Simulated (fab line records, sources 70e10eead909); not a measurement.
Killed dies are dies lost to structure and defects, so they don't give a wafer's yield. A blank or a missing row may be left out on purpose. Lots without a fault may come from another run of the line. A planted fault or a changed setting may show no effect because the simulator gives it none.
fab line records | flow nand_harc | part 2 of 2: steps 29 to 36 of 36
record lots=5 wafers=15 last_day=33
route steps=1302 shown P_M1@304 P_M2@318
lots that met no fault: from a run of the same line without faults
start_h: hours from the record's first day to the start of the lot's first wafer shown | wait_h: hours since the lot's step before | " the same as in the row above | L1.1+2: a row that stands for several wafers | - no value, or no start given | * or withheld: withheld | < > ~ a bound
route shown NAME@n: a module of which the file shows steps, and the number in the route of the first | usual: mean/standard deviation of fault-free wafers | same: alike in all rows | chamber/n: place in a boat | sites: the reading at each site | _std_site: their standard deviation | _edge_site: outer sites' mean less inner sites' | radius_mm: how far each site lies from the wafer's centre | mask NAME#n: copy n | behind: the tool/chamber that last shaped the wafer | hold: why the lot was held/for how many hours/how that ended | device: the transistor (n, p or np) that didn't switch | end of line: the same wafers' tests at the end of the route | a step without rows: its recipe alone | killed: dies lost to structure and defects at the first sort, not the wafer's yield | map: a wafer's dies, x killed, . not, _ none there
set.NAME: the setting as run; set.NAME@STEP: as run at that earlier step | model.NAME: the simulator's own value behind a step, which no gauge read
lots at some steps of the route; a table a step, a row a wafer
services: from which hour (start_h, from the record's first day; less than 0 if before it) a tool's chamber was out of use, for how many hours, and why
## steps
# step NHARC_P_M2_ETCH_15
# recipe target_depth_a=1825 time_s=91.2 c4f8_flow_sccm=withheld ar_flow_sccm=400 rf_w=600 bias_w=300 chemistry=C4F8/Ar
# usual oes_product_au=0.938/0.02 rf_vpp_V=442/3.2
# columns lot.wafer tool chamber start_h wait_h oes_product_au rf_hours_counter_h rf_vpp_V
L080.1 rie_diel-10 2 - - 0.945 3.0 443
L080.2 " 1 " " 0.932 4.2 438
L080.6 " 2 " " 0.946 - 442
L085.1 rie_diel-12 3 - - 0.936 7.0 446
L085.4 " 1 " " 0.935 6.8 442
L085.6 " 3 " " 0.934 - 445
L092.4 rie_diel-10 2 - - 0.912 3.3 442
L092.3 " 3 " " 0.916 3.6 444
L092.6 " 2 " " 0.922 - 444
L094.3 rie_diel-12 1 - - 0.948 2.3 444
L094.1 " 2 " " 0.971 1.7 444
L094.5 " 0 " " 0.946 - 435
L097.4 rie_diel-12 0 - - 0.940 4.4 436
L097.6 " 1 " " 0.954 - 443
L097.5 " 2 " " 0.976 - 445
# step NHARC_P_M2_CD_MEAS_16
# usual cd_nm=169.9/0.95
# columns lot.wafer tool chamber start_h wait_h cd_nm
L080.1 cd_sem-01 - 183.37 - 170.5
L080.2 " - " " 169.1
L080.6 " - " " 168.6
L085.1 cd_sem-01 - 243.33 - 170.7
L085.4 " - " " 170.0
L085.6 " - " " 169.4
L092.3 cd_sem-02 - 311.71 - 169.9
L092.4 " - " " 170.7
L092.6 " - " " 170.7
L094.1 cd_sem-03 - 334.05 - 169.1
L094.3 " - " " 168.3
L094.5 " - " " 169.6
L097.4 cd_sem-03 - 357.51 - 170.3
L097.5 " - " " 167.7
L097.6 " - " " 168.9
# step NHARC_P_M2_STRIP_18
# recipe power_w=1000 n2_flow_sccm=150 h2_flow_sccm=150 ar_flow_sccm=0 bias_w=0 chemistry=N2/H2
# usual drypump_motor_current_A=6.0/0.42 oes_product_au=1.000/0.0088 rf_vpp_V=90.8/1.1 showerhead_plenum_p_Torr=2.06/0.1 throttle_valve_pct=14.172/0.0089
# columns lot.wafer tool chamber start_h wait_h drypump_motor_current_A oes_product_au rf_hours_counter_h rf_vpp_V showerhead_plenum_p_Torr throttle_valve_pct
L080.1 rie_diel-06 0 183.45 0.1 5.3 0.989 2.1 90.5 2.00 14.160
L080.2 " 3 " " 5.9 1.003 1.5 89.6 1.97 14.173
L080.6 " 1 " " 6.2 1.002 - 90.8 2.11 14.177
L085.4 rie_diel-12 1 243.40 0.1 6.6 1.003 6.9 90.5 2.14 14.177
L085.1 " 3 " " 6.4 1.010 7.1 92.8 2.21 14.172
L085.6 " 1 " " 6.6 1.010 - 91.2 2.14 14.165
L092.3 rie_diel-12 1 311.78 0.1 6.6 0.998 1.5 91.5 2.14 14.171
L092.4 " 3 " " 6.4 1.011 1.6 91.9 2.21 14.165
L092.6 " 1 " " 6.6 0.996 - 89.2 2.14 14.189
L094.3 rie_diel-10 1 334.12 0.1 5.9 1.000 5.1 89.4 1.94 14.171
L094.1 " 0 " " 6.4 0.999 5.5 92.5 2.12 14.164
L094.5 " 2 " " 5.7 0.995 - 90.2 2.08 14.171
L097.4 rie_diel-06 0 357.63 0.1 5.3 1.015 3.4 91.4 2.00 14.175
L097.5 " 2 " " 6.1 0.990 - 89.8 1.92 14.165
L097.6 " 3 " " 5.9 1.008 - 88.9 1.96 14.157
# step NHARC_P_M2_ETCH_28
# recipe target_depth_a=300 over_etch_frac=0.3 time_s=72.99 ion_energy_ev=150 cf4_flow_sccm=50 n2_flow_sccm=100 ar_flow_sccm=150 rf_w=300 bias_w=100 chemistry=CF4/N2
# usual drypump_motor_current_A=6.0/0.44 oes_product_au=0.998/0.0077 rf_vpp_V=314.7/2.2 showerhead_plenum_p_Torr=2.66/0.12 throttle_valve_pct=19.795/0.0086
# columns lot.wafer tool chamber start_h wait_h drypump_motor_current_A oes_product_au rf_hours_counter_h rf_vpp_V showerhead_plenum_p_Torr throttle_valve_pct
L080.1 rie_diel-06 3 - - 5.8 1.003 1.6 313.0 2.54 19.806
L080.2 " 2 " " 6.1 0.995 2.5 311.4 2.49 19.806
L080.6 " 3 " " 5.9 1.001 - 312.0 2.54 19.791
L085.4 rie_diel-12 2 - - 5.2 0.991 6.3 316.3 2.80 19.812
L085.1 " 1 " " 6.6 0.995 6.9 315.9 2.74 19.788
L085.6 " 3 " " 6.4 1.001 - 317.5 2.82 19.799
L092.4 rie_diel-12 2 - - 5.2 1.005 1.5 316.6 2.79 19.798
L092.3 " 0 " " 6.5 0.994 1.8 311.6 2.46 19.788
L092.6 " 1 " " 6.6 1.000 - 315.6 2.74 19.789
L094.3 rie_diel-10 1 - - 5.8 0.996 5.1 313.2 2.50 19.800
L094.1 " 0 " " 6.4 1.002 5.5 316.3 2.73 19.784
L094.5 " 2 " " 5.7 0.986 - 315.1 2.68 19.815
L097.4 rie_diel-06 0 - - 5.3 1.002 3.4 312.3 2.58 19.817
L097.5 " 2 " " 6.1 0.991 - 313.1 2.48 19.782
L097.6 " 3 " " 5.9 1.010 - 311.7 2.54 19.789
# step NHARC_P_M2_STRIP_19
# recipe time_s=600 temp_c=30 chemistry=post_etch_residue_remover
# usual bath_heat_duty_pct=12.7/1.4
# columns lot.wafer tool chamber start_h wait_h bath_heat_duty_pct
L080.6 wet_bench-08 0 183.82 - 11.8
L080.2 " 1 " " 11.4
L080.1 " 3 " " 13.9
L085.4 wet_bench-10 0 243.79 - 13.2
L085.1 " 1 " " 12.7
L085.6 " 2 " " 13.4
L092.3 wet_bench-08 7 312.15 - 14.5
L092.6 " 0 " " 10.7
L092.4 " 2 " " 13.1
L094.3 wet_bench-10 3 334.51 - 13.1
L094.5 " 4 " " 13.4
L094.1 " 6 " " 10.7
L097.4 wet_bench-08 5 357.96 - 14.4
L097.6 " 7 " " 15.1
L097.5 " 0 " " 11.2
# step NHARC_P_M2_DEGAS_29
# recipe temp_c=250 time_s=60
# usual heater_power_w=333/37
# columns lot.wafer tool chamber start_h wait_h heater_power_w
L080.2 pvd_sputter-01 - 184.09 - 343
L080.1 " - " " 300
L080.6 " - " " 353
L085.1 pvd_sputter-03 - 244.06 - 374
L085.4 " - " " 300
L085.6 " - " " 387
L092.4 pvd_sputter-03 - 312.42 - 297
L092.3 " - " " 386
L092.6 " - " " 292
L094.3 pvd_sputter-01 - 334.78 - 359
L094.1 " - " " 347
L094.5 " - " " 323
L097.4 pvd_sputter-01 - 358.23 - 328
L097.5 " - " " 330
L097.6 " - " " 344
# step NHARC_P_M2_PRE_CLEAN_30
# recipe time_s=30 temp_c=280 gas=H2/He
# usual heater_power_w=409/46
# columns lot.wafer tool chamber start_h wait_h heater_power_w
L080.1 pvd_sputter-01 - - - 368
L080.2 " - " " 376
L080.6 " - " " 460
L085.1 pvd_sputter-03 - - - 471
L085.4 " - " " 447
L085.6 " - " " 468
L092.4 pvd_sputter-03 - - - 370
L092.3 " - " " 484
L092.6 " - " " 453
L094.3 pvd_sputter-01 - - - 397
L094.1 " - " " 423
L094.5 " - " " 424
L097.4 pvd_sputter-01 - - - 418
L097.5 " - " " 421
L097.6 " - " " 399
# step NHARC_P_M2_PVD_20
# recipe target_thk_a=50 bias_v=168.6 power_w=15000 chamber_pressure_pa=0.12 time_s=8.06 substrate_temp_c=50 material=TaN
# usual throttle_valve_pct=29.9/1.5
# columns lot.wafer tool chamber start_h wait_h throttle_valve_pct
L080.2 pvd_sputter-01 - - - 30.0
L080.1 " - " " 30.7
L080.6 " - " " 30.9
L085.1 pvd_sputter-03 - - - 27.4
L085.4 " - " " 31.2
L085.6 " - " " 27.5
L092.3 pvd_sputter-03 - - - 27.4
L092.4 " - " " 30.7
L092.6 " - " " 27.7
L094.1 pvd_sputter-01 - - - 30.2
L094.3 " - " " 30.8
L094.5 " - " " 30.7
L097.4 pvd_sputter-01 - - - 30.8
L097.6 " - " " 30.2
L097.5 " - " " 31.1
## services
# columns tool chamber start_h hours kind
rie_diel-12 2 157.21 14.8 repair
pvd_sputter-03 - 159.65 1.0 repair
rie_diel-10 3 165.15 3.4 repair
rie_diel-10 2 168.18 3.9 repair
pvd_sputter-03 - 170.00 10.0 pm
litho_track-06 - 179.00 7.0 pm
pvd_sputter-03 - 185.94 14.7 repair
pvd_sputter-02 - 199.90 0.6 repair
litho_track-04 - 203.00 7.0 pm
pvd_sputter-01 - 226.00 10.0 pm
rie_diel-10 - 242.59 9.0 pm
pvd_sputter-01 - 242.89 1.2 repair
rie_diel-12 0 247.12 9.7 repair
rie_diel-12 - 268.44 9.0 pm
pvd_sputter-02 - 282.00 10.0 pm
wet_bench-08 - 294.40 8.0 pm
pecvd-01 - 311.00 13.0 pm
wet_bench-10 - 311.20 8.0 pm
rie_diel-12 2 314.26 8.5 repair
litho_track-01 - 330.00 7.0 pm
wet_bench-08 - 335.74 1.8 repair
pvd_sputter-01 - 345.25 0.8 repair
pvd_sputter-03 - 348.00 10.0 pm
wet_bench-10 - 349.16 4.3 repair
